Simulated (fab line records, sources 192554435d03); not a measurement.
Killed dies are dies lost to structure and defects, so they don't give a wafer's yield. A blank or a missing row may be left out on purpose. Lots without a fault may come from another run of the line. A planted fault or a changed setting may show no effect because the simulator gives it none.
Chamber matching | flow n5_finfet | N5_FIN_SAQP_STRIP_77 on rie_diel-05: 4 sister chambers
The step strips in N2/H2, time 90 s. 14 wafers are shown with their chamber, then 7 later ones without.

WAFERS WITH THEIR CHAMBER
wafer  | chamber | drypump_motor_current_A (A) | showerhead_plenum_p_Torr (Torr) | throttle_valve_pct (%)
L075.2 | 3       | 5.6                         | 3.48                            | 12.2
L075.5 | 3       | 5.6                         | 3.48                            | 12.2
L075.6 | 2       | 6.0                         | 3.31                            | 11.7
L076.4 | 3       | 5.6                         | 3.48                            | 12.2
L076.5 | 2       | 6.0                         | 3.31                            | 11.7
L076.6 | 3       | 5.6                         | 3.48                            | 12.2
L077.1 | 0       | 6.3                         | 3.25                            | 11.9
L077.3 | 1       | 4.9                         | 3.39                            | 12.1
L077.6 | 1       | 5.0                         | 3.39                            | 12.1
L084.1 | 3       | 5.6                         | 3.47                            | 12.2
L084.4 | 1       | 5.0                         | 3.38                            | 12.1
L084.6 | 2       | 6.0                         | 3.30                            | 11.8
L085.1 | 0       | 6.3                         | 3.24                            | 11.9
L085.4 | 3       | 5.6                         | 3.47                            | 12.2

SIGNATURES (means of the wafers above)
reading                  | chamber 0 | chamber 1 | chamber 2 | chamber 3 | scatter within a chamber
drypump_motor_current_A  | 6.300     | 4.967     | 6.000     | 5.600     | 0.0258
showerhead_plenum_p_Torr | 3.2450    | 3.3867    | 3.3067    | 3.4767    | 0.00563
throttle_valve_pct       | 11.900    | 12.100    | 11.733    | 12.200    | 0.0258
Rule: a wafer's distance from a chamber is the root of the sum, over the readings, of the square of ((its reading less the chamber's mean) divided by the reading's scatter). The wafer belongs to the nearest chamber; if the next one is less than 2 further off, it can't be placed. The scatter: the root of (the sum of the squares of (reading less its chamber's mean) over the shown wafers, divided by (wafers less chambers)).

WAFERS WITHOUT THEIR CHAMBER
wafer  | drypump_motor_current_A (A) | showerhead_plenum_p_Torr (Torr) | throttle_valve_pct (%)
L085.6 | 5.6                         | 3.47                            | 12.2
L091.2 | 4.9                         | 3.38                            | 12.1
L091.3 | 6.0                         | 3.29                            | 11.8
L091.4 | 6.3                         | 3.23                            | 11.9
L095.1 | 6.3                         | 3.23                            | 12.0
L095.2 | 4.9                         | 3.37                            | 12.1
L095.4 | 5.6                         | 3.46                            | 12.3

WHICH CHAMBER EACH WENT THROUGH
wafer  | from the rows above | in truth
L085.6 | 3                   | 3
L091.2 | 1                   | 1
L091.3 | 2                   | 2
L091.4 | 0                   | 0
L095.1 | 0                   | 0
L095.2 | 1                   | 1
L095.4 | 3                   | 3
Placed correctly: 7 of 7. Can't be placed from these rows: 0. Placed wrongly: 0.
